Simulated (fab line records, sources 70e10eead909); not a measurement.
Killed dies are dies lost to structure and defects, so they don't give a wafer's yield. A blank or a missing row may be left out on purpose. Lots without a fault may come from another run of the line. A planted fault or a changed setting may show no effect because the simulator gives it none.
fab line records | flow nand_harc | part 1 of 2: steps 1 to 4 of 6
record lots=23 wafers=69 last_day=34
route steps=1302 shown A_STAIRCASE@677
lots that met no fault: from a run of the same line without faults
start_h: hours from the record's first day to the start of the lot's first wafer shown | wait_h: hours since the lot's step before | " the same as in the row above | L1.1+2: a row that stands for several wafers | - no value, or no start given | * or withheld: withheld | < > ~ a bound
route shown NAME@n: a module of which the file shows steps, and the number in the route of the first | usual: mean/standard deviation of fault-free wafers | same: alike in all rows | chamber/n: place in a boat | sites: the reading at each site | _std_site: their standard deviation | _edge_site: outer sites' mean less inner sites' | radius_mm: how far each site lies from the wafer's centre | mask NAME#n: copy n | behind: the tool/chamber that last shaped the wafer | hold: why the lot was held/for how many hours/how that ended | device: the transistor (n, p or np) that didn't switch | end of line: the same wafers' tests at the end of the route | a step without rows: its recipe alone | killed: dies lost to structure and defects at the first sort, not the wafer's yield | map: a wafer's dies, x killed, . not, _ none there
set.NAME: the setting as run; set.NAME@STEP: as run at that earlier step | model.NAME: the simulator's own value behind a step, which no gauge read
steps of the route over a sample of lots; a table a step, a row a wafer
services: from which hour (start_h, from the record's first day; less than 0 if before it) a tool's chamber was out of use, for how many hours, and why
## steps
# step NHARC_A_STAIRCASE_TRIM_20
# recipe time_s=211.2 o2_flow_sccm=500 ar_flow_sccm=0 bias_w=0 chemistry=O2
# usual drypump_motor_current_A=5.7/0.5 oes_product_au=1.003/0.011 rf_vpp_V=57.9/0.85 showerhead_plenum_p_Torr=3.58/0.15 throttle_valve_pct=17.037/0.0096
# columns lot.wafer tool chamber start_h wait_h drypump_motor_current_A oes_product_au rf_hours_counter_h rf_vpp_V showerhead_plenum_p_Torr throttle_valve_pct
L074.2 rie_diel-09 2 351.43 0.1 6.2 1.007 6 58.6 3.51 17.016
L074.5 " 1 " " 5.8 1.013 - 58.8 3.80 17.034
L074.6 " 2 " " 6.2 1.004 - 57.1 3.51 17.031
L075.3 rie_diel-09 0 362.20 0.1 4.9 1.003 10 58.5 3.53 17.056
L075.4 " 1 " " 5.8 1.026 9 59.2 3.80 17.056
L075.6 " 3 " " 6.0 1.020 - 57.5 3.29 17.042
L076.3 rie_diel-09 0 381.01 0.1 4.9 1.001 17 57.7 3.53 17.029
L076.4 " 1 " " 5.8 1.020 15 58.9 3.80 17.036
L076.6 " 2 " " 6.2 1.004 - 57.6 3.51 17.039
L078.4 rie_diel-13 2 389.17 0.2 5.1 1.001 14 58.3 3.65 17.029
L078.1 " 3 " " 6.4 0.991 14 57.1 3.36 17.044
L078.5 " 1 " " 5.3 0.984 - 58.0 3.58 17.030
L077.2 rie_diel-13 2 391.47 0.1 5.1 0.999 15 58.5 3.65 17.017
L077.3 " 3 " " 6.4 1.003 15 58.1 3.36 17.031
L077.5 " 1 " " 5.3 1.008 - 57.8 3.58 17.047
L080.3 rie_diel-06 3 400.91 0.1 6.4 1.003 27 57.7 3.46 17.039
L080.5 " 3 " " 6.4 1.011 - 58.3 3.46 17.035
L080.6 " 0 " " 5.8 1.013 - 58.0 3.54 17.052
L079.2 rie_diel-13 1 401.14 0.1 5.3 1.004 18 59.1 3.58 17.039
L079.5 " 0 " " 5.1 1.001 - 57.3 3.74 17.044
L079.6 " 1 " " 5.4 1.007 - 58.4 3.58 17.035
L081.2 rie_diel-13 1 421.82 0.1 5.4 0.992 23 57.5 3.58 17.052
L081.3 " 2 " " 5.1 0.998 24 57.2 3.64 17.037
L081.5 " 0 " " 5.1 0.986 - 57.4 3.73 17.017
L082.1 rie_diel-06 2 434.16 0.1 5.2 0.989 35 60.5 3.76 17.035
L082.4 " 0 " " 5.8 0.995 34 57.5 3.54 17.029
L082.6 " 1 " " 6.0 0.984 - 58.4 3.60 17.026
L083.1 rie_diel-09 3 456.36 0.1 6.0 1.017 45 57.8 3.27 17.030
L083.5 " 3 " " 6.0 1.007 - 58.5 3.27 17.039
L083.6 " 0 " " 4.9 1.017 - 57.0 3.51 17.024
L084.3 rie_diel-06 3 459.91 0.1 6.4 1.001 41 58.3 3.46 17.046
L084.1 " 0 " " 5.8 1.011 41 57.2 3.54 17.040
L084.5 " 3 " " 6.4 1.005 - 58.2 3.46 17.048
L086.3 rie_diel-13 0 474.56 0.1 5.1 0.999 46 60.0 3.72 17.035
L086.4 " 1 " " 5.4 0.993 44 58.1 3.57 17.046
L086.1 " 2 " " 5.1 1.005 47 57.9 3.63 17.047
L085.2 rie_diel-09 3 474.89 0.1 6.0 1.001 54 56.5 3.26 17.055
L085.4 " 3 " " 6.0 0.998 - 58.2 3.26 17.037
L085.6 " 1 " " 5.8 1.010 - 58.4 3.78 17.051
L087.2 rie_diel-09 1 496.24 0.1 5.8 1.007 53 58.4 3.78 17.033
L087.4 " 3 " " 6.0 1.006 60 58.9 3.26 17.037
L087.6 " 2 " " 6.2 0.993 - 58.0 3.49 17.044
L088.1 rie_diel-06 2 502.48 0.1 5.2 1.001 3 57.5 3.75 17.036
L088.2 " 3 " " 6.4 1.003 3 59.3 3.45 17.037
L088.5 " 0 " " 5.8 1.015 - 56.5 3.53 17.059
L089.4 rie_diel-09 0 510.04 0.1 4.9 0.989 1 56.5 3.51 17.031
L089.6 " 2 " " 6.2 1.000 - 57.7 3.48 17.029
L089.5 " 3 " " 6.0 1.011 - 57.8 3.81 17.054
L090.4 rie_diel-09 1 518.31 0.1 5.8 1.022 4 57.4 3.78 17.011
L090.1 " 2 " " 6.2 0.998 4 56.8 3.48 17.031
L090.5 " 0 " " 5.0 0.993 - 58.0 3.51 17.048
L091.1 rie_diel-13 1 533.31 0.1 5.3 0.984 2 58.8 3.56 17.032
L091.4 " 0 " " 5.0 0.985 2 57.7 3.71 17.046
L091.5 " 2 " " 5.1 1.001 - 57.4 3.62 17.037
L093.2 rie_diel-06 3 533.35 0.2 6.4 1.004 17 57.2 3.44 17.047
L093.3 " 0 " " 5.8 1.014 16 59.1 3.52 17.028
L093.6 " 0 " " 5.8 1.006 - 57.6 3.52 17.040
L094.4 rie_diel-09 1 563.33 0.1 5.8 1.023 20 57.4 3.77 17.023
L094.5 " 1 " " 5.8 1.018 - 59.4 3.77 17.048
L094.6 " 2 " " 6.2 0.999 - 57.7 3.47 17.027
L095.3 rie_diel-09 2 571.44 0.1 6.2 1.011 24 58.0 3.47 17.023
L095.2 " 3 " " 6.0 1.022 25 57.6 3.79 17.053
L095.6 " 1 " " 5.8 1.027 - 59.3 3.76 17.039
L096.4 rie_diel-09 1 583.49 0.1 5.8 1.024 25 58.4 3.76 17.032
L096.3 " 3 " " 6.0 1.022 28 59.4 3.79 17.041
L096.5 " 0 " " 4.9 0.992 - 57.3 3.49 17.050
L097.3 rie_diel-13 3 583.50 0.1 6.4 0.984 20 58.4 3.33 17.047
L097.4 " 1 " " 5.3 0.997 14 57.1 3.55 17.036
L097.6 " 0 " " 5.1 0.993 - 57.7 3.70 17.017
# step NHARC_A_STAIRCASE_ETCH_188
# recipe target_depth_a=1000 time_s=40.5 ion_energy_ev=400 c4f8_flow_sccm=20 o2_flow_sccm=10 ar_flow_sccm=withheld rf_w=600 bias_w=1000 chemistry=C4F8/O2
# usual oes_product_au=0.945/0.015 rf_fwd_power_W=591.5/2.3 rf_vpp_V=898/5.3
# columns lot.wafer tool chamber start_h wait_h oes_product_au rf_fwd_power_W rf_hours_counter_h rf_vpp_V
L074.2 rie_diel-06 1 - - 0.936 591.7 12 899
L074.6 " 0 " " 0.936 592.5 - 898
L074.5 " 1 " " 0.940 593.7 - 899
L075.3 rie_diel-06 3 - - 0.945 590.7 18 893
L075.4 " 1 " " 0.955 590.3 17 898
L075.6 " 2 " " 0.952 590.1 - 905
L076.3 rie_diel-06 1 - - 0.950 592.9 20 898
L076.4 " 0 " " 0.928 590.5 21 896
L076.6 " 1 " " 0.957 593.0 - 899
L078.1 rie_diel-13 0 - - 0.927 595.4 14 905
L078.4 " 1 " " 0.932 589.4 14 899
L078.5 " 3 " " 0.921 591.7 - 890
L077.2 rie_diel-06 0 - - 0.944 592.9 24 896
L077.3 " 3 " " 0.969 586.3 25 894
L077.5 " 0 " " 0.939 592.9 - 896
L080.3 rie_diel-13 1 - - 0.926 589.7 19 898
L080.5 " 3 " " 0.931 594.9 - 889
L080.6 " 0 " " 0.924 591.0 - 904
L079.2 rie_diel-13 1 - - 0.915 592.2 19 899
L079.5 " 3 " " 0.922 594.7 - 890
L079.6 " 0 " " 0.923 596.2 - 903
L081.3 rie_diel-13 1 - - 0.950 587.5 24 898
L081.2 " 2 " " 0.937 595.4 26 900
L081.5 " 3 " " 0.946 594.2 - 889
L082.4 rie_diel-09 2 - - 0.950 590.3 30 896
L082.1 " 1 " " 0.963 592.1 32 905
L082.6 " 3 " " 0.974 592.1 - 888
L083.1 rie_diel-09 3 - - 0.935 594.7 45 885
L083.6 " 0 " " 0.955 589.7 - 897
L083.5 " 1 " " 0.968 588.9 - 906
L084.3 rie_diel-09 3 - - 0.963 593.1 47 886
L084.1 " 1 " " 0.969 593.7 40 905
L084.5 " 3 " " 0.948 592.0 - 886
L086.4 rie_diel-13 3 - - 0.924 592.1 45 889
L086.3 " 1 " " 0.941 592.5 45 895
L086.1 " 2 " " 0.947 595.2 48 900
L085.2 rie_diel-06 0 - - 0.945 590.7 45 896
L085.4 " 1 " " 0.955 590.9 46 897
L085.6 " 1 " " 0.950 591.4 - 899
L087.4 rie_diel-06 2 - - 0.953 590.3 2 904
L087.2 " 3 " " 0.967 591.9 2 893
L087.6 " 2 " " 0.944 590.4 - 903
L088.2 rie_diel-13 1 - - 0.931 588.8 55 896
L088.1 " 2 " " 0.951 594.3 57 900
L088.5 " 2 " " 0.949 592.3 - 900
L089.4 rie_diel-13 3 - - 0.940 592.4 55 889
L089.6 " 3 " " 0.947 593.4 - 890
L089.5 " 0 " " 0.994 594.8 - 903
L090.1 rie_diel-09 1 - - 0.963 589.6 4 905
L090.4 " 2 " " 0.968 589.7 5 895
L090.5 " 1 " " 0.961 592.0 - 904
L093.2 rie_diel-06 3 - - 0.938 591.1 18 893
L093.3 " 1 " " 0.942 589.5 18 899
L093.6 " 3 " " 0.939 587.0 - 894
L091.4 rie_diel-09 2 - - 0.922 594.7 14 893
L091.1 " 1 " " 0.942 590.7 11 903
L091.5 " 3 " " 0.939 593.3 - 905
L094.4 rie_diel-06 3 - - 0.950 589.4 27 893
L094.6 " 2 " " 0.960 589.6 - 904
L094.5 " 3 " " 0.950 590.3 - 892
L095.3 rie_diel-13 2 - - 0.944 592.8 16 899
L095.2 " 3 " " 0.957 593.0 15 889
L095.6 " 3 " " 0.962 593.1 - 890
L096.4 rie_diel-06 0 - - 0.981 596.0 31 896
L096.3 " 2 " " 0.948 589.4 28 903
L096.5 " 0 " " 0.976 592.7 - 895
L097.4 rie_diel-09 2 - - 0.926 590.0 28 895
L097.3 " 0 " " 0.907 588.8 26 894
L097.6 " 1 " " 0.940 591.7 - 904
# step NHARC_A_STAIRCASE_TRIM_191
# recipe time_s=211.2 o2_flow_sccm=500 ar_flow_sccm=0 bias_w=0 chemistry=O2
# usual drypump_motor_current_A=5.8/0.51 oes_product_au=1.002/0.0097 rf_vpp_V=57.8/1 showerhead_plenum_p_Torr=3.57/0.14 throttle_valve_pct=17.036/0.0092
# columns lot.wafer tool chamber start_h wait_h drypump_motor_current_A oes_product_au rf_hours_counter_h rf_vpp_V showerhead_plenum_p_Torr throttle_valve_pct
L074.2 rie_diel-06 1 - - 6.0 1.000 13 58.1 3.61 17.046
L074.5 " 1 " " 5.9 0.994 - 58.3 3.61 17.042
L074.6 " 2 " " 5.2 0.990 - 59.5 3.77 17.020
L075.4 rie_diel-06 1 - - 5.9 1.000 18 57.6 3.61 17.033
L075.3 " 2 " " 5.2 0.994 18 57.4 3.77 17.041
L075.6 " 2 " " 5.2 0.992 - 59.3 3.77 17.038
L076.3 rie_diel-06 1 - - 5.9 0.997 20 57.1 3.60 17.058
L076.4 " 2 " " 5.2 0.983 21 58.2 3.77 17.040
L076.6 " 3 " " 6.4 1.000 - 57.4 3.47 17.052
L078.1 rie_diel-13 1 - - 5.4 0.999 14 59.2 3.58 17.026
L078.4 " 3 " " 6.4 1.003 15 57.9 3.36 17.038
L078.5 " 0 " " 5.1 1.002 - 58.9 3.74 17.031
L077.3 rie_diel-06 3 - - 6.5 1.004 25 58.5 3.46 17.039
L077.2 " 1 " " 6.0 0.994 23 58.7 3.60 17.034
L077.5 " 2 " " 5.2 0.996 - 58.5 3.77 17.036
L080.3 rie_diel-13 0 - - 5.1 0.998 19 58.6 3.74 17.052
L080.6 " 3 " " 6.4 0.990 - 57.2 3.36 17.044
L080.5 " 0 " " 5.1 0.995 - 58.2 3.74 17.047
L079.2 rie_diel-13 1 - - 5.4 1.003 19 57.3 3.58 17.031
L079.5 " 3 " " 6.4 0.995 - 57.7 3.36 17.029
L079.6 " 0 " " 5.1 0.995 - 58.6 3.74 17.047
L081.3 rie_diel-13 3 - - 6.4 1.000 25 57.9 3.36 17.041
L081.2 " 1 " " 5.4 1.006 24 57.6 3.58 17.038
L081.5 " 3 " " 6.4 1.010 - 56.7 3.36 17.037
L082.1 rie_diel-09 1 - - 5.8 1.031 32 59.5 3.79 17.047
L082.4 " 3 " " 6.0 1.003 37 55.6 3.27 17.046
L082.6 " 1 " " 5.8 1.028 - 60.7 3.79 17.020
L083.1 rie_diel-09 1 - - 5.8 1.013 39 57.5 3.79 17.038
L083.6 " 3 " " 6.0 1.002 - 57.2 3.27 17.050
L083.5 " 0 " " 4.9 1.007 - 56.9 3.51 17.033
L084.3 rie_diel-09 3 - - 6.0 1.017 47 56.4 3.27 17.041
L084.1 " 2 " " 6.2 0.999 39 57.1 3.49 17.036
L084.5 " 3 " " 6.0 1.007 - 57.5 3.27 17.034
L086.1 rie_diel-13 2 - - 5.1 1.004 48 58.2 3.63 17.027
L086.3 " 3 " " 6.4 0.990 46 56.5 3.34 17.031
L086.4 " 1 " " 5.4 0.992 45 58.1 3.57 17.042
L085.4 rie_diel-06 0 - - 5.8 1.011 46 58.5 3.53 17.049
L085.2 " 2 " " 5.2 0.993 47 59.2 3.75 17.031
L085.6 " 0 " " 5.8 1.012 - 56.8 3.53 17.029
L087.2 rie_diel-06 3 - - 6.4 1.007 2 56.9 3.45 17.038
L087.4 " 1 " " 6.0 1.009 1 57.3 3.59 17.029
L087.6 " 0 " " 5.8 1.006 - 58.4 3.53 17.029
L088.1 rie_diel-13 2 - - 5.1 1.025 57 58.4 3.63 17.022
L088.2 " 3 " " 6.4 1.005 54 56.4 3.34 17.051
L088.5 " 2 " " 5.1 1.009 - 57.0 3.63 17.013
L089.4 rie_diel-13 1 - - 5.4 1.006 56 56.9 3.56 17.039
L089.5 " 2 " " 5.1 1.016 - 57.8 3.63 17.022
L089.6 " 3 " " 6.4 0.992 - 57.6 3.34 17.038
L090.1 rie_diel-09 2 - - 6.2 0.990 5 55.7 3.48 17.033
L090.4 " 3 " " 6.0 1.011 5 59.3 3.80 17.043
L090.5 " 0 " " 4.9 0.994 - 58.6 3.51 17.036
L093.3 rie_diel-06 3 - - 6.4 0.993 18 57.5 3.44 17.029
L093.2 " 0 " " 5.8 1.010 18 58.4 3.52 17.035
L093.6 " 1 " " 6.0 0.998 - 57.0 3.58 17.035
L091.4 rie_diel-09 3 - - 6.0 1.020 13 58.2 3.80 17.023
L091.1 " 0 " " 4.9 0.987 10 58.3 3.50 17.032
L091.5 " 2 " " 6.2 1.003 - 58.2 3.48 17.024
L094.4 rie_diel-06 0 - - 5.8 1.013 27 57.4 3.52 17.035
L094.6 " 3 " " 6.4 1.001 - 56.1 3.44 17.032
L094.5 " 0 " " 5.8 0.999 - 57.1 3.52 17.031
L095.2 rie_diel-13 0 - - 5.1 0.992 13 59.5 3.70 17.040
L095.3 " 1 " " 5.4 0.988 11 59.4 3.55 17.040
L095.6 " 0 " " 5.1 0.990 - 57.6 3.70 17.041
L096.3 rie_diel-06 0 - - 5.8 1.012 31 57.9 3.51 17.036
L096.4 " 2 " " 5.2 1.004 28 56.8 3.74 17.042
L096.5 " 1 " " 6.0 0.992 - 57.9 3.57 17.045
L097.3 rie_diel-09 2 - - 6.2 0.992 28 57.0 3.47 17.034
L097.4 " 1 " " 5.8 1.020 26 57.5 3.76 17.045
L097.6 " 2 " " 6.2 1.001 - 58.5 3.47 17.035
# step NHARC_A_STAIRCASE_ETCH_192
# recipe target_depth_a=1000 time_s=40.5 ion_energy_ev=400 c4f8_flow_sccm=20 o2_flow_sccm=10 ar_flow_sccm=withheld rf_w=600 bias_w=1000 chemistry=C4F8/O2
# usual oes_product_au=0.945/0.015 rf_fwd_power_W=591.7/2.3 rf_vpp_V=897/4.9
# columns lot.wafer tool chamber start_h wait_h oes_product_au rf_fwd_power_W rf_hours_counter_h rf_vpp_V
L074.2 rie_diel-06 1 - - 0.934 588.7 13 900
L074.6 " 3 " " 0.939 592.6 - 894
L074.5 " 0 " " 0.933 593.6 - 895
L075.3 rie_diel-06 0 - - 0.933 590.8 18 898
L075.4 " 3 " " 0.939 591.1 18 895
L075.6 " 0 " " 0.937 592.5 - 897
L076.4 rie_diel-06 1 - - 0.960 593.8 20 898
L076.3 " 3 " " 0.939 590.9 22 894
L076.6 " 2 " " 0.938 587.4 - 903
L078.4 rie_diel-13 2 - - 0.930 592.6 16 899
L078.1 " 0 " " 0.922 595.1 14 904
L078.5 " 2 " " 0.937 591.5 - 900
L077.3 rie_diel-06 3 - - 0.944 593.1 25 896
L077.2 " 1 " " 0.947 591.4 23 898
L077.5 " 0 " " 0.941 597.7 - 897
L080.3 rie_diel-13 1 - - 0.945 589.8 19 898
L080.5 " 3 " " 0.933 593.4 - 890
L080.6 " 0 " " 0.930 592.8 - 902
L079.2 rie_diel-13 0 - - 0.929 595.3 19 903
L079.6 " 3 " " 0.941 592.3 - 890
L079.5 " 0 " " 0.942 594.4 - 903
L081.3 rie_diel-13 2 - - 0.931 593.2 26 899
L081.2 " 3 " " 0.930 593.8 25 891
L081.5 " 2 " " 0.927 596.5 - 902
L082.4 rie_diel-09 0 - - 0.946 585.3 36 896
L082.1 " 2 " " 0.952 590.2 30 894
L082.6 " 0 " " 0.946 589.9 - 894
L083.1 rie_diel-09 3 - - 0.945 591.6 46 887
L083.5 " 3 " " 0.950 595.2 - 885
L083.6 " 0 " " 0.952 589.7 - 895
L084.1 rie_diel-09 1 - - 0.957 591.4 40 905
L084.3 " 2 " " 0.939 588.9 39 895
L084.5 " 2 " " 0.938 592.0 - 895
L086.3 rie_diel-06 0 478.30 - 0.995 593.8 45 896
L086.4 " 1 " " 0.985 592.1 46 899
L086.1 " 3 " " 0.999 587.2 45 894
L085.4 rie_diel-06 0 - - 0.947 594.4 46 896
L085.2 " 1 " " 0.953 594.8 47 900
L085.6 " 2 " " 0.933 588.0 - 904
L087.4 rie_diel-06 2 - - 0.946 589.0 2 905
L087.2 " 0 " " 0.948 592.3 1 897
L087.6 " 1 " " 0.949 591.3 - 898
L088.1 rie_diel-13 3 - - 0.963 594.9 54 890
L088.2 " 1 " " 0.947 592.2 55 897
L088.5 " 2 " " 0.947 596.0 - 900
L089.4 rie_diel-13 0 - - 0.955 593.2 56 901
L089.6 " 1 " " 0.932 591.1 - 897
L089.5 " 2 " " 0.946 593.2 - 900
L090.1 rie_diel-09 1 - - 0.953 589.2 5 905
L090.4 " 3 " " 0.971 593.8 5 906
L090.5 " 0 " " 0.926 591.8 - 895
L093.3 rie_diel-06 1 - - 0.935 590.3 19 898
L093.2 " 3 " " 0.927 591.0 18 894
L093.6 " 0 " " 0.938 592.7 - 896
L091.1 rie_diel-09 3 - - 0.946 593.8 13 906
L091.4 " 1 " " 0.970 592.6 12 905
L091.5 " 0 " " 0.935 589.7 - 895
L094.4 rie_diel-06 1 - - 0.959 591.0 26 898
L094.5 " 3 " " 0.941 590.2 - 893
L094.6 " 0 " " 0.946 590.5 - 895
L095.3 rie_diel-13 1 - - 0.934 588.3 11 898
L095.2 " 0 " " 0.935 594.1 13 903
L095.6 " 1 " " 0.943 590.3 - 897
L096.4 rie_diel-06 1 - - 0.932 590.6 32 898
L096.3 " 2 " " 0.939 588.6 28 902
L096.5 " 0 " " 0.961 589.5 - 896
L097.3 rie_diel-09 0 - - 0.933 590.4 26 894
L097.4 " 3 " " 0.957 594.2 29 905
L097.6 " 1 " " 0.971 593.5 - 904
